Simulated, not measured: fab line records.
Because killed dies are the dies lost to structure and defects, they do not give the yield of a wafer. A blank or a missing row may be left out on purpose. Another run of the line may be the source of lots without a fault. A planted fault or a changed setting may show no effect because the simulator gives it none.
Chamber matching ; flow nand-harc ; NHARC_A_CONTACT_CMP_20 on cmp-01: 4 sister chambers
The step polishes, t overpolish 30 s, target thk 300 nm. 18 wafers are shown with their chamber, then 9 later ones without.

## WAFERS, EACH WITH ITS CHAMBER
wafer;chamber;motor-current-A (A);time-to-endpoint-s (s);slurry-filter-dp-kPa (kPa)
L075.3;3;12.8;61.4;13.61
L075.4;2;14.3;54.6;13.45
L075.5;3;13.2;63.6;13.78
L074.3;1;14.2;65.6;13.54
L074.4;0;10.5;63.2;13.55
L074.6;0;10.7;62.3;13.73
L077.1;2;14.0;60.6;13.39
L077.4;3;12.9;61.0;13.35
L077.6;3;14.7;60.8;13.45
L082.1;2;13.3;59.4;13.48
L082.2;3;14.1;61.5;13.67
L082.4;1;14.3;65.4;13.56
L083.3;3;13.9;63.1;13.57
L083.5;2;13.5;57.1;13.44
L083.6;3;13.7;62.4;13.72
L084.4;3;13.2;60.4;13.34
L084.5;2;13.7;59.3;13.10
L084.6;3;13.6;61.6;13.45

SIGNATURES (means of the wafers above)
reading;chamber 0;chamber 1;chamber 2;chamber 3;scatter within a chamber
motor-current-A;10.600;14.250;13.760;13.567;0.511
time-to-endpoint-s;62.750;65.500;58.200;61.756;1.52
slurry-filter-dp-kPa;13.6400;13.5500;13.3720;13.5489;0.151
Rule: distance of a wafer from a chamber = root of the sum over the readings of ((wafer's reading minus chamber's mean) / reading's scatter) squared. The wafer belongs to the nearest chamber; if the next one is less than 2 further off, it can't be placed. The scatter is the square root of a quotient: the sum, over the shown wafers, of each reading's squared deviation from its chamber's mean, divided by wafers minus chambers.

## WAFERS WHOSE CHAMBER IS MISSING
wafer;motor-current-A (A);time-to-endpoint-s (s);slurry-filter-dp-kPa (kPa)
L093.1;14.4;63.0;13.62
L093.2;14.4;61.2;13.65
L093.6;10.5;58.7;13.53
L095.2;10.8;59.7;13.37
L095.3;14.3;61.3;13.71
L095.4;13.4;60.4;13.76
L097.1;13.9;60.0;13.32
L097.5;14.0;56.9;13.48
L097.6;13.3;62.0;13.53

## WHICH CHAMBER EACH WENT THROUGH
wafer;from the rows above;in truth
L093.1;can't be placed: 1 or 3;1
L093.2;can't be placed: 3 or 1 or 2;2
L093.6;0;0
L095.2;0;0
L095.3;can't be placed: 3 or 1 or 2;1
L095.4;can't be placed: 3 or 2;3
L097.1;can't be placed: 2 or 3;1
L097.5;2;2
L097.6;3;3
Correctly placed: 4 of 9. Can't be placed from these rows: 5 (the true chamber is among the candidates in 4). Wrongly placed: 0.
